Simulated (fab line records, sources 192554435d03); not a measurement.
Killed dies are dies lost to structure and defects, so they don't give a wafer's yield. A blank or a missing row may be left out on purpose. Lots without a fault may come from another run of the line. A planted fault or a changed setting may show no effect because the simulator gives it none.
Chamber matching | flow n5_finfet | N5_BEOL_M5_CO_CAP_78 on cvd_co-01: 3 sister chambers
The step material Co, precursor CCTBA/H2, target thk 2 nm, time 102.1 s. 6 wafers are shown with their chamber, then 7 later ones without.

WAFERS WITH THEIR CHAMBER
wafer  | chamber | heater_power_w (W)
L082.3 | 1       | 245
L082.4 | 1       | 240
L082.5 | 2       | 233
L082.6 | 0       | 214
L086.2 | 0       | 215
L086.3 | 2       | 231

WAFERS WITHOUT THEIR CHAMBER
wafer  | heater_power_w (W)
L086.4 | 214
L085.1 | 214
L085.5 | 237
L085.6 | 234
L096.2 | 212
L096.4 | 217
L096.6 | 232

WHICH CHAMBER EACH WENT THROUGH
wafer  | from the rows above     | in truth
L086.4 | 0                       | 0
L085.1 | 0                       | 0
L085.5 | can't be placed: 2 or 1 | 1
L085.6 | 2                       | 2
L096.2 | 0                       | 0
L096.4 | 0                       | 0
L096.6 | 2                       | 2
Placed correctly: 6 of 7. Can't be placed from these rows: 1 (the true chamber is among the candidates in 1). Placed wrongly: 0.
How it was worked out, from the rows above alone: a wafer's distance from a chamber is the root of the sum, over the readings, of the square of ((its reading less the chamber's mean) divided by the reading's scatter). The wafer belongs to the nearest chamber; if the next one is less than 2 further off, it can't be placed. A chamber's mean is the mean of its shown wafers. The scatter: the root of (the sum of the squares of (reading less its chamber's mean) over the shown wafers, divided by (wafers less chambers)).
